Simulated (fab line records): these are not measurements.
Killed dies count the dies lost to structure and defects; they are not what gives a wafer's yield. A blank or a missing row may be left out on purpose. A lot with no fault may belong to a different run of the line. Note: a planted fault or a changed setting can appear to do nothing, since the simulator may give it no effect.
fab line records | flow nand_harc
[record] lots = 14 | wafers = 42 | last_day = 24
route steps=1159 shown P_M0@260
lots that met no fault: from a run of the same line without faults
start_h: the number of hours between the record's first day and the start of the first shown wafer of the lot | wait_h: hours from the lot's prior step to this one | " repeats the value in the row above | L1.1+2: a single row standing in for several wafers | - no value, or no start given | * or withheld: withheld | < > ~ a bound
route shown NAME@n: NAME is a module with steps in the file, n the number in the route of the first one | usual: the fault-free wafers' mean and standard deviation | same: alike in all rows | chamber/n: place in a boat | sites: readings site by site | _std_site: the values' standard deviation | _edge_site: outer sites' mean less inner sites' | radius_mm: for every site, how far away it sits from the centre of the wafer | mask NAME#n: copy n | behind: the most recent tool/chamber to have shaped the wafer | hold: why the lot went on hold/how many hours it stayed there/how the hold came to an end | device: whichever transistor did not switch (one of n, p or np) | end of line: the same wafers' tests at the end of the route | step lacking rows: just its recipe | killed: count of dies lost to structure and defects at first sort (not the wafer's yield) | map: shows each die of a wafer: x if killed, . if not, _ if none is there
set.NAME: the setting that was run; set.NAME@STEP: the one run at that earlier step | model.NAME: the simulator's own value behind a step, which no gauge read
route steps across a sampled set of lots; one table per step, one row per wafer
services: from which hour (start_h, from the record's first day; less than 0 if before it) a tool's chamber was out of use, for how many hours, and why
[[steps]]
[step NHARC_P_M0_EXPOSE_06]
[recipe] na = 1.35 | target_cd_nm = 90 | dose_mj = 81.28 | mask_id = P_M0
[usual] exposure_dose_mJ_cm2 = 81.21/0.085 | focus_offset_nm = 0.1/0.51
lot.wafer | tool            | chamber | start_h | wait_h | mask   | exposure_dose_mJ_cm2 | focus_offset_nm
L917.1    | arfi_scanner-02 | 0       | 117.40  | -      | P_M0#0 | 81.22                | 0.2
L917.2    | "               | 0       | "       | "      | P_M0#0 | 81.28                | 0.0
L917.6    | "               | 0       | "       | "      | P_M0#0 | 81.16                | -0.3
L918.1    | arfi_scanner-02 | 0       | 124.01  | -      | P_M0#0 | 81.19                | -0.6
L918.4    | "               | 0       | "       | "      | P_M0#0 | 81.17                | 0.2
L918.5    | "               | 0       | "       | "      | P_M0#0 | 81.13                | -0.5
L919.3    | arfi_scanner-03 | 0       | 131.17  | -      | P_M0#0 | 81.18                | 0.1
L919.4    | "               | 0       | "       | "      | P_M0#0 | 81.15                | 0.0
L919.5    | "               | 0       | "       | "      | P_M0#0 | 81.18                | 0.1
L920.1    | arfi_scanner-01 | 0       | 131.55  | -      | P_M0#0 | 81.17                | 0.3
L920.2    | "               | 0       | "       | "      | P_M0#0 | 81.11                | 0.3
L920.5    | "               | 0       | "       | "      | P_M0#0 | 81.18                | 0.2
L922.1    | arfi_scanner-02 | 0       | 151.00  | -      | P_M0#0 | 81.27                | -0.6
L922.4    | "               | 0       | "       | "      | P_M0#0 | 81.24                | -1.0
L922.6    | "               | 0       | "       | "      | P_M0#0 | 81.31                | -0.2
L924.1    | arfi_scanner-02 | 0       | 162.41  | -      | P_M0#0 | 81.23                | -0.2
L924.3    | "               | 0       | "       | "      | P_M0#0 | 81.33                | 0.5
L924.5    | "               | 0       | "       | "      | P_M0#0 | 81.12                | 0.0
L925.2    | arfi_scanner-02 | 0       | 163.30  | -      | P_M0#0 | 81.28                | 0.4
L925.5    | "               | 0       | "       | "      | P_M0#0 | 81.23                | 0.5
L925.6    | "               | 0       | "       | "      | P_M0#0 | 81.28                | 0.1
L927.1    | arfi_scanner-02 | 0       | 180.13  | -      | P_M0#0 | 81.25                | 0.3
L927.5    | "               | 0       | "       | "      | P_M0#0 | 81.31                | 0.1
L927.6    | "               | 0       | "       | "      | P_M0#0 | 81.26                | 0.8
L928.1    | arfi_scanner-02 | 0       | 194.38  | -      | P_M0#0 | 39.61                | -0.3
L928.2    | "               | 0       | "       | "      | P_M0#0 | 39.61                | -0.1
L928.4    | "               | 0       | "       | "      | P_M0#0 | 39.59                | -0.6
L929.1    | arfi_scanner-03 | 0       | 195.48  | -      | P_M0#0 | 81.16                | -0.1
L929.3    | "               | 0       | "       | "      | P_M0#0 | 81.29                | -0.3
L929.5    | "               | 0       | "       | "      | P_M0#0 | 81.30                | 0.5
L933.1    | arfi_scanner-02 | 0       | 216.76  | -      | P_M0#0 | 47.79                | 0.2
L933.3    | "               | 0       | "       | "      | P_M0#0 | 47.91                | -0.1
L933.6    | "               | 0       | "       | "      | P_M0#0 | 47.69                | -0.2
L935.1    | arfi_scanner-01 | 0       | 225.61  | -      | P_M0#0 | 81.19                | 0.0
L935.2    | "               | 0       | "       | "      | P_M0#0 | 81.20                | -0.1
L935.3    | "               | 0       | "       | "      | P_M0#0 | 81.09                | 0.1
L936.3    | arfi_scanner-01 | 0       | 235.74  | -      | P_M0#0 | 81.13                | -0.5
L936.4    | "               | 0       | "       | "      | P_M0#0 | 81.18                | -0.4
L936.6    | "               | 0       | "       | "      | P_M0#0 | 81.00                | -1.0
L938.1    | arfi_scanner-01 | 0       | 250.61  | -      | P_M0#0 | 81.11                | 0.3
L938.4    | "               | 0       | "       | "      | P_M0#0 | 81.16                | 0.5
L938.6    | "               | 0       | "       | "      | P_M0#0 | 81.09                | -0.2
[step NHARC_P_M0_CD_MEAS_09]
[recipe] target_cd_nm = 90 | landing_energy_ev = 500
[usual] cd_nm = 89.6/0.59
lot.wafer | tool      | chamber | start_h | wait_h | cd_nm
L917.1    | cd_sem-02 | 0       | 117.54  | -      | 89.8
L917.2    | "         | 0       | "       | "      | 89.9
L917.6    | "         | 0       | "       | "      | 89.3
L918.1    | cd_sem-01 | 0       | 124.15  | -      | 89.4
L918.4    | "         | 0       | "       | "      | 90.6
L918.5    | "         | 0       | "       | "      | 90.0
L919.3    | cd_sem-01 | 0       | 131.31  | -      | 89.7
L919.4    | "         | 0       | "       | "      | 89.9
L919.5    | "         | 0       | "       | "      | 89.4
L920.1    | cd_sem-01 | 0       | 131.69  | -      | 89.6
L920.2    | "         | 0       | "       | "      | 90.6
L920.5    | "         | 0       | "       | "      | 90.4
L922.1    | cd_sem-01 | 0       | 151.14  | -      | 89.9
L922.4    | "         | 0       | "       | "      | 90.2
L922.6    | "         | 0       | "       | "      | 90.5
L924.1    | cd_sem-02 | 0       | 162.55  | -      | 89.0
L924.3    | "         | 0       | "       | "      | 88.6
L924.5    | "         | 0       | "       | "      | 88.9
L925.2    | cd_sem-03 | 0       | 163.44  | -      | 89.5
L925.5    | "         | 0       | "       | "      | 89.2
L925.6    | "         | 0       | "       | "      | 89.6
L927.1    | cd_sem-01 | 0       | 180.27  | -      | 90.4
L927.5    | "         | 0       | "       | "      | 89.2
L927.6    | "         | 0       | "       | "      | 88.8
L928.1    | cd_sem-03 | 0       | 194.52  | -      | 45.8
L928.2    | "         | 0       | "       | "      | 45.8
L928.4    | "         | 0       | "       | "      | 44.7
L929.1    | cd_sem-02 | 0       | 195.62  | -      | 89.6
L929.3    | "         | 0       | "       | "      | 89.0
L929.5    | "         | 0       | "       | "      | 90.4
L933.1    | cd_sem-03 | 0       | 216.90  | -      | 56.5
L933.3    | "         | 0       | "       | "      | 55.7
L933.6    | "         | 0       | "       | "      | 56.0
L935.1    | cd_sem-01 | 0       | 225.75  | -      | 89.6
L935.2    | "         | 0       | "       | "      | 89.4
L935.3    | "         | 0       | "       | "      | 90.4
L936.3    | cd_sem-01 | 0       | 235.87  | -      | 90.4
L936.4    | "         | 0       | "       | "      | 89.7
L936.6    | "         | 0       | "       | "      | 89.9
L938.1    | cd_sem-03 | 0       | 250.75  | -      | 90.2
L938.4    | "         | 0       | "       | "      | 89.7
L938.6    | "         | 0       | "       | "      | 89.7
[step NHARC_P_M0_OVL_MEAS_10]
[recipe] pitch_nm = 180
[usual] overlay_x_nm = 0.0/0.88 | overlay_y_nm = 0.1/0.87
lot.wafer | tool       | chamber | start_h | wait_h | overlay_x_nm | overlay_y_nm
L917.1    | overlay-02 | -       | 117.63  | -      | -0.3         | 0.6
L917.2    | "          | -       | "       | "      | -0.7         | 0.6
L917.6    | "          | -       | "       | "      | -0.5         | 0.5
L918.1    | overlay-01 | -       | 124.24  | -      | -0.3         | 0.6
L918.4    | "          | -       | "       | "      | -0.9         | 0.7
L918.5    | "          | -       | "       | "      | -1.2         | 0.8
L919.3    | overlay-02 | -       | 131.39  | -      | 1.0          | 0.0
L919.4    | "          | -       | "       | "      | 0.9          | -0.1
L919.5    | "          | -       | "       | "      | 0.9          | 0.0
L920.1    | overlay-02 | -       | 131.78  | -      | -0.6         | -0.1
L920.2    | "          | -       | "       | "      | -0.7         | 0.4
L920.5    | "          | -       | "       | "      | -0.8         | 0.8
L922.1    | overlay-02 | -       | 151.23  | -      | 0.7          | 0.0
L922.4    | "          | -       | "       | "      | 0.3          | 0.3
L922.6    | "          | -       | "       | "      | 0.3          | -0.6
L924.1    | overlay-02 | -       | 162.64  | -      | 0.0          | 0.1
L924.3    | "          | -       | "       | "      | -0.7         | 0.8
L924.5    | "          | -       | "       | "      | -0.5         | 0.6
L925.2    | overlay-02 | -       | 163.53  | -      | 1.5          | -0.3
L925.5    | "          | -       | "       | "      | 1.7          | -0.2
L925.6    | "          | -       | "       | "      | 1.6          | -0.1
L927.1    | overlay-01 | -       | 180.36  | -      | -1.4         | 0.4
L927.5    | "          | -       | "       | "      | -1.1         | 0.1
L927.6    | "          | -       | "       | "      | -0.7         | 0.1
L928.1    | overlay-01 | -       | 194.60  | -      | 0.3          | -0.2
L928.2    | "          | -       | "       | "      | 0.1          | 0.4
L928.4    | "          | -       | "       | "      | 0.8          | -0.1
L929.1    | overlay-01 | -       | 195.71  | -      | -0.2         | -0.6
L929.3    | "          | -       | "       | "      | 0.1          | -1.4
L929.5    | "          | -       | "       | "      | -0.3         | 0.0
L933.1    | overlay-02 | -       | 216.99  | -      | 0.8          | 1.1
L933.3    | "          | -       | "       | "      | 0.3          | 0.5
L933.6    | "          | -       | "       | "      | 0.3          | 0.3
L935.1    | overlay-02 | -       | 225.83  | -      | -0.4         | 0.6
L935.2    | "          | -       | "       | "      | 0.1          | 0.7
L935.3    | "          | -       | "       | "      | -0.5         | 0.1
L936.3    | overlay-02 | -       | 235.96  | -      | 0.5          | 0.9
L936.4    | "          | -       | "       | "      | -0.2         | 0.8
L936.6    | "          | -       | "       | "      | 0.2          | 1.3
L938.1    | overlay-01 | -       | 250.84  | -      | -1.4         | -1.0
L938.4    | "          | -       | "       | "      | -1.5         | -0.7
L938.6    | "          | -       | "       | "      | -0.9         | -0.4
[step NHARC_P_M0_INSPECT_11]
[usual] raw_defect_count = 4.3/2.4
lot.wafer | tool              | chamber | start_h | wait_h | raw_defect_count
L917.1    | defect_inspect-01 | -       | 117.67  | 0.0    | 4
L917.2    | "                 | -       | "       | "      | 1
L917.6    | "                 | -       | "       | "      | 4
L918.1    | defect_inspect-01 | -       | 124.28  | 0.0    | 5
L918.4    | "                 | -       | "       | "      | 3
L918.5    | "                 | -       | "       | "      | 8
L919.3    | defect_inspect-01 | -       | 131.43  | 0.0    | 2
L919.4    | "                 | -       | "       | "      | 3
L919.5    | "                 | -       | "       | "      | 3
L920.1    | defect_inspect-02 | -       | 131.81  | 0.0    | 0
L920.2    | "                 | -       | "       | "      | 0
L920.5    | "                 | -       | "       | "      | 1
L922.1    | defect_inspect-02 | -       | 151.26  | 0.0    | 5
L922.4    | "                 | -       | "       | "      | 2
L922.6    | "                 | -       | "       | "      | 4
L924.1    | defect_inspect-01 | -       | 162.67  | 0.0    | 6
L924.3    | "                 | -       | "       | "      | 5
L924.5    | "                 | -       | "       | "      | 6
L925.2    | defect_inspect-02 | -       | 163.56  | 0.0    | 2
L925.5    | "                 | -       | "       | "      | 6
L925.6    | "                 | -       | "       | "      | 4
L927.1    | defect_inspect-02 | -       | 180.39  | 0.0    | 9
L927.5    | "                 | -       | "       | "      | 5
L927.6    | "                 | -       | "       | "      | 5
L928.1    | defect_inspect-02 | -       | 194.64  | 0.0    | 4
L928.2    | "                 | -       | "       | "      | 6
L928.4    | "                 | -       | "       | "      | 2
L929.1    | defect_inspect-02 | -       | 195.75  | 0.0    | 1
L929.3    | "                 | -       | "       | "      | 7
L929.5    | "                 | -       | "       | "      | 6
L933.1    | defect_inspect-01 | -       | 217.02  | 0.0    | 4
L933.3    | "                 | -       | "       | "      | 6
L933.6    | "                 | -       | "       | "      | 2
L935.1    | defect_inspect-01 | -       | 225.87  | 0.0    | 4
L935.2    | "                 | -       | "       | "      | 3
L935.3    | "                 | -       | "       | "      | 6
L936.3    | defect_inspect-02 | -       | 236.00  | 0.0    | 3
L936.4    | "                 | -       | "       | "      | 5
L936.6    | "                 | -       | "       | "      | 3
L938.1    | defect_inspect-02 | -       | 250.87  | 0.0    | 3
L938.4    | "                 | -       | "       | "      | 2
L938.6    | "                 | -       | "       | "      | 7
[step NHARC_P_M0_DESCUM_14]
[recipe] time_s = 3 | o2_flow_sccm = 200 | ar_flow_sccm = 0 | bias_power_w = 0 | chemistry = O2
[usual] drypump_motor_current_A = 5.5/0.39 | mfc_ar_sccm = 0.007/0.0094 | oes_product_au = 1.007/0.0073 | rf_vpp_V = 57.8/0.89 | showerhead_plenum_p_Torr = 1.92/0.092 | throttle_valve_pct = 11.311/0.0095
lot.wafer | tool        | chamber | start_h | wait_h | drypump_motor_current_A | mfc_ar_sccm | oes_product_au | rf_hours_counter_h | rf_vpp_V | showerhead_plenum_p_Torr | throttle_valve_pct
L917.2    | rie_diel-07 | 3       | 117.73  | 0.1    | 5.3                     | 0           | 0.998          | 4                  | 57.9     | 1.79                     | 11.305
L917.1    | "           | 0       | "       | "      | 5.1                     | 0           | 1.016          | 3                  | 59.0     | 1.96                     | 11.308
L917.6    | "           | 0       | "       | "      | 5.0                     | 0           | 1.004          | -                  | 57.8     | 1.96                     | 11.324
L918.1    | rie_diel-02 | 1       | 124.36  | 0.1    | 5.6                     | 0           | 1.018          | 8                  | 57.6     | 2.07                     | 11.312
L918.4    | "           | 2       | "       | "      | 5.7                     | 0.008       | 1.017          | 9                  | 58.1     | 1.92                     | 11.316
L918.5    | "           | 0       | "       | "      | 6.2                     | 0.005       | 1.015          | -                  | 57.8     | 1.94                     | 11.293
L919.3    | rie_diel-13 | 0       | 131.49  | 0.1    | 5.9                     | 0.016       | 1.015          | 1                  | 57.6     | 1.80                     | 11.301
L919.4    | "           | 2       | "       | "      | 5.4                     | 0.029       | 1.010          | -                  | 58.2     | 2.01                     | 11.304
L919.5    | "           | 3       | "       | "      | 5.4                     | 0           | 0.996          | -                  | 57.5     | 1.84                     | 11.320
L920.2    | rie_diel-07 | 0       | 131.89  | 0.1    | 5.1                     | 0           | 1.005          | 5                  | 58.6     | 1.96                     | 11.312
L920.1    | "           | 1       | "       | "      | 5.2                     | 0           | 0.992          | 4                  | 58.4     | 2.02                     | 11.302
L920.5    | "           | 2       | "       | "      | 5.7                     | 0           | 1.008          | -                  | 58.2     | 2.00                     | 11.316
L922.4    | rie_diel-13 | 2       | 151.34  | 0.1    | 5.4                     | 0.029       | 1.016          | 3                  | 58.8     | 2.01                     | 11.310
L922.1    | "           | 3       | "       | "      | 5.4                     | 0           | 0.998          | 3                  | 58.3     | 1.84                     | 11.320
L922.6    | "           | 0       | "       | "      | 5.8                     | 0.016       | 1.007          | -                  | 56.5     | 1.80                     | 11.305
L924.3    | rie_diel-13 | 2       | 162.74  | 0.1    | 5.4                     | 0.029       | 1.010          | 4                  | 58.3     | 2.01                     | 11.296
L924.1    | "           | 3       | "       | "      | 5.4                     | 0           | 0.989          | 4                  | 57.9     | 1.84                     | 11.317
L924.5    | "           | 2       | "       | "      | 5.4                     | 0.029       | 1.004          | -                  | 59.1     | 2.01                     | 11.320
L925.2    | rie_diel-02 | 0       | 163.65  | 0.1    | 6.2                     | 0.005       | 0.990          | 0                  | 58.1     | 1.94                     | 11.307
L925.6    | "           | 1       | "       | "      | 5.6                     | 0           | 1.017          | -                  | 56.8     | 2.07                     | 11.318
L925.5    | "           | 2       | "       | "      | 5.6                     | 0.008       | 1.008          | -                  | 57.0     | 1.92                     | 11.300
L927.1    | rie_diel-02 | 3       | 180.48  | 0.1    | 5.4                     | 0           | 1.000          | 1                  | 58.7     | 1.99                     | 11.307
L927.5    | "           | 0       | "       | "      | 6.2                     | 0.005       | 1.004          | -                  | 57.1     | 1.94                     | 11.322
L927.6    | "           | 1       | "       | "      | 5.6                     | 0           | 1.008          | -                  | 59.5     | 2.07                     | 11.313
L928.1    | rie_diel-02 | 1       | 194.70  | 0.1    | 5.6                     | 0           | 1.024          | 2                  | 58.7     | 2.07                     | 11.303
L928.2    | "           | 2       | "       | "      | 5.7                     | 0.008       | 0.999          | 2                  | 56.7     | 1.92                     | 11.310
L928.4    | "           | 1       | "       | "      | 5.6                     | 0           | 1.021          | -                  | 57.2     | 2.07                     | 11.310
L929.3    | rie_diel-02 | 2       | 195.81  | 0.1    | 5.6                     | 0.008       | 1.007          | 2                  | 58.0     | 1.92                     | 11.309
L929.1    | "           | 1       | "       | "      | 5.6                     | 0           | 1.018          | 2                  | 59.1     | 2.07                     | 11.310
L929.5    | "           | 2       | "       | "      | 5.7                     | 0.008       | 1.003          | -                  | 57.3     | 1.92                     | 11.309
L933.1    | rie_diel-13 | 0       | 217.08  | 0.1    | 5.9                     | 0.016       | 1.006          | 8                  | 57.9     | 1.79                     | 11.319
L933.3    | "           | 2       | "       | "      | 5.3                     | 0.029       | 1.014          | 7                  | 58.2     | 2.00                     | 11.305
L933.6    | "           | 1       | "       | "      | 4.8                     | 0.003       | 1.014          | -                  | 57.6     | 1.85                     | 11.313
L935.2    | rie_diel-07 | 2       | 225.94  | 0.1    | 5.7                     | 0           | 1.016          | 14                 | 58.2     | 2.00                     | 11.313
L935.1    | "           | 3       | "       | "      | 5.3                     | 0           | 1.008          | 13                 | 56.5     | 1.79                     | 11.316
L935.3    | "           | 0       | "       | "      | 5.1                     | 0           | 0.996          | 13                 | 56.6     | 1.96                     | 11.326
L936.4    | rie_diel-13 | 0       | 236.06  | 0.1    | 5.8                     | 0.016       | 1.005          | 9                  | 57.1     | 1.79                     | 11.313
L936.3    | "           | 1       | "       | "      | 4.8                     | 0.003       | 1.005          | 9                  | 59.4     | 1.85                     | 11.326
L936.6    | "           | 0       | "       | "      | 5.9                     | 0.016       | 1.001          | -                  | 56.0     | 1.79                     | 11.299
L938.1    | rie_diel-02 | 0       | 250.93  | 0.1    | 6.3                     | 0.005       | 1.001          | 5                  | 56.9     | 1.94                     | 11.313
L938.4    | "           | 0       | "       | "      | 6.3                     | 0.005       | 1.006          | -                  | 57.3     | 1.94                     | 11.302
L938.6    | "           | 1       | "       | "      | 5.6                     | 0           | 1.002          | -                  | 58.6     | 2.07                     | 11.305
[[services]]
tool            | chamber | start_h | hours | kind
rie_diel-07     | 1       | 94.74   | 4.8   | repair
rie_diel-13     | -       | 99.00   | 9.0   | pm
rie_diel-02     | 0       | 105.20  | -     | clean
rie_diel-02     | 1       | 105.20  | -     | clean
rie_diel-02     | 2       | 105.20  | -     | clean
rie_diel-13     | -       | 124.94  | 0.6   | repair
rie_diel-13     | 1       | 130.94  | 3.4   | repair
arfi_scanner-02 | 0       | 133.25  | -     | calibration
arfi_scanner-03 | -       | 135.11  | 0.3   | repair
arfi_scanner-03 | -       | 140.00  | 4.0   | pm
arfi_scanner-01 | -       | 149.53  | 4.7   | repair
rie_diel-02     | 0       | 150.86  | 5.7   | repair
rie_diel-02     | -       | 150.93  | 9.0   | pm
arfi_scanner-02 | -       | 154.99  | 0.7   | repair
arfi_scanner-03 | -       | 158.70  | 4.5   | repair
arfi_scanner-02 | -       | 160.71  | 1.0   | repair
rie_diel-13     | 2       | 165.69  | 7.5   | repair
rie_diel-13     | -       | 185.68  | 0.6   | repair
rie_diel-02     | 3       | 187.89  | 64.5  | repair
arfi_scanner-01 | -       | 196.00  | 4.0   | pm
rie_diel-02     | 1       | 200.12  | 6.8   | repair
arfi_scanner-01 | -       | 200.44  | 7.2   | repair
arfi_scanner-01 | -       | 208.39  | 1.1   | repair
rie_diel-07     | -       | 228.20  | 9.0   | pm
[[key]]
[first_sign] step = NHARC_P_M0_EXPOSE_06 | reading = exposure_dose_mJ_cm2 | direction = down | sigmas = 99+ | usual = 81.21 | struck = 43.70
[effect] step = NHARC_P_M0_CD_MEAS_09 | reading = cd_nm | direction = down | sigmas = 66 | usual = 89.6 | struck = 50.7 | through = control_loop
met_at NHARC_P_M0_EXPOSE_06
struck_lots L928,L933
rows_end L933.6
later_rows_left_out L928.1,L928.2,L928.4,L933.1,L933.3
sort_left_out L928.1,L928.2,L928.4,L933.1,L933.3
[loop_trim] step = NHARC_P_M0_EXPOSE_06 | setting = dose | lots = L933
not_acting_at NHARC_P_M0_OVL_MEAS_10,NHARC_P_M0_INSPECT_11,NHARC_P_M0_DESCUM_14
onset_between 180.13 194.38
[fault] kind = process_parameter_drift | tool = arfi_scanner-02 | chamber = - | onset_h = 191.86 | steps = NHARC_P_M0_EXPOSE_06 | channel = dose_mj | offset = -41.698 | shape = step | acts_in = these_recipes_only | stated = 81.28
// sort_left_out: the simulated sort isn't trusted on such a fault, so these wafers' sort isn't shown, and their yield isn't known
// later_rows_left_out: the simulator's readings of these wafers behind a module that went badly wrong aren't trusted and aren't shown, but for the sort
// rows_end: these wafers met a further fault down the route, and their rows from its step on are left out
// loop_trim: a control loop set the setting to another value than it would have without faults
